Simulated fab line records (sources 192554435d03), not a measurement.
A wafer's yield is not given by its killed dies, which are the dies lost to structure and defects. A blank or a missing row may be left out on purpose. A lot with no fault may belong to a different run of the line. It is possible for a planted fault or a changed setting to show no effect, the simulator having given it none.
Matching of chambers ; flow n5Finfet ; N5_BEOL_M0_SAQP_ETCH_83 on rieDiel-05 has 4 sister chambers
The step etches SiARC in CF4, target depth 39 nm, time 65 s. 7 wafers are shown with their chamber, then 7 later ones without.

WAFERS PAIRED WITH THEIR CHAMBERS
wafer;chamber;showerheadPlenumPTorr (Torr);drypumpMotorCurrentA (A)
L086.3;1;2.12;5.67
L088.4;2;2.27;5.82
L089.1;0;2.11;5.80
L089.3;3;2.06;6.00
L089.4;2;2.27;5.81
L095.1;3;2.05;6.00
L095.2;0;2.11;5.81

WAFERS WHOSE CHAMBER IS MISSING
wafer;showerheadPlenumPTorr (Torr);drypumpMotorCurrentA (A)
L095.3;2.26;5.80
L096.1;2.05;6.00
L096.4;2.11;5.83
L096.5;2.05;6.00
L097.2;2.05;6.01
L097.4;2.12;5.66
L097.5;2.11;5.81

THE CHAMBER EACH PASSED THROUGH
wafer;from the rows above;in truth
L095.3;2;2
L096.1;3;3
L096.4;0;0
L096.5;3;3
L097.2;3;3
L097.4;1;1
L097.5;0;0
Placed correctly: 7 of 7. From these rows, 0 cannot be placed. 0 placed wrongly.
How it was worked out, from the rows above alone: a wafer's distance from a chamber is the root of the sum, over the readings, of the square of ((its reading less the chamber's mean) divided by the reading's scatter). If the next closest chamber is less than 2 further off than the closest, the wafer can't be placed; otherwise it belongs to the closest. A chamber's mean is the mean of its shown wafers. How the scatter is found: for the shown wafers, subtract from each reading the mean of its chamber, square and add these, divide the total by (wafers less chambers), then take the root.
